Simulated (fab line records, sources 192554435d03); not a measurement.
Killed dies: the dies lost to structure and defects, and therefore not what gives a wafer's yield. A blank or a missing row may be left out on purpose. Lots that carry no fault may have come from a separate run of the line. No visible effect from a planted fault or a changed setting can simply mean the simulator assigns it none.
Which tool did it? | flow n5Finfet | Sampling: 11 lots, 33 wafers, 2 of 1938 route steps

## WHAT THE GAUGES SHOWED, per wafer
N5_PASSIVATION_CD_MEAS_10 targets a cd of 3000 nm.
lot  | measured     | on       | cdNm (nm)
L617 | day 13 11:55 | cdSem-02 | 2999.8 2998.7 2999.8
L618 | day 14 22:55 | cdSem-01 | 3001.2 2999.6 3000.5
L619 | day 15 03:50 | cdSem-03 | 3000.0 2999.3 3000.8
L621 | day 15 20:38 | cdSem-02 | 2998.0 2998.3 3000.9
L623 | day 16 09:13 | cdSem-03 | 2998.4 2997.9 2999.3
L624 | day 16 09:47 | cdSem-02 | 2999.3 2999.7 2999.1
L625 | day 16 20:00 | cdSem-02 | 3000.6 2998.2 3002.2
L626 | day 16 12:55 | cdSem-02 | 3001.5 3001.3 3001.1
L629 | day 17 12:19 | cdSem-03 | 2997.5 2996.5 2999.9
L639 | day 19 22:47 | cdSem-03 | 2998.0 2997.4 2998.8
L638 | day 20 19:34 | cdSem-03 | 3000.5 3000.5 2999.8

## WHAT TOOL EACH LOT RAN ON (gives the tool, then ch and the chambers of the sampled wafers, and finally the start)
lot  | N5_BEOL_M4_SPUTTER_96
L617 | pvdSputter-02, day 9 17:25
L618 | pvdSputter-01, day 11 02:54
L619 | pvdSputter-01, day 11 08:43
L621 | pvdSputter-03, day 11 17:24
L623 | pvdSputter-01, day 12 00:43
L624 | pvdSputter-03, day 12 03:46
L625 | pvdSputter-03, day 12 10:00
L626 | pvdSputter-01, day 12 10:52
L629 | pvdSputter-03, day 13 06:38
L639 | pvdSputter-01, day 15 21:19
L638 | pvdSputter-01, day 16 12:29
- N5_BEOL_M4_SPUTTER_96: material Cu, target thk 4.5 nm, time 8.29 s.

## WHAT THE TOOLS THEMSELVES READ (means of the sampled wafers that have a number; where no wafer has one, the mark that the record gives instead)
N5_BEOL_M4_SPUTTER_96.
lot  | tool          | throttleValvePct (%)
L617 | pvdSputter-02 | 29.4
L618 | pvdSputter-01 | 29.7
L619 | pvdSputter-01 | 30.6
L621 | pvdSputter-03 | 29.8
L623 | pvdSputter-01 | 30.2
L624 | pvdSputter-03 | 30.4
L625 | pvdSputter-03 | 30.3
L626 | pvdSputter-01 | 29.3
L629 | pvdSputter-03 | 29.8
L639 | pvdSputter-01 | 30.0
L638 | pvdSputter-01 | 29.3

## THE ANSWER, worked out from the rows above alone
Rule: the lots themselves supply what counts as usual. Put in order of their means at a reading, lots are off if they are a third of the lots or fewer, leave a main group of 4 or more, and stand apart from it by a gap of 3 or more times the standard deviation of the main group's means; of several such gaps the widest counts. A main group is skipped when, at the precision printed for the reading in the tables above, its means are all equal. A lot without any number at a reading at which 4 lots or more have one is off too. All remaining lots with rows at the step are treated as sound. First the gauges in route order, then the tools' own readings, where a lot's mean is used as printed above. The first step at which some lot is off is used, and at that step the reading that is off furthest; a lot without a number counts as furthest.
Nothing can be told from this: no lot is off at any reading shown.

## WHAT THE SIMULATOR HAD PUT IN
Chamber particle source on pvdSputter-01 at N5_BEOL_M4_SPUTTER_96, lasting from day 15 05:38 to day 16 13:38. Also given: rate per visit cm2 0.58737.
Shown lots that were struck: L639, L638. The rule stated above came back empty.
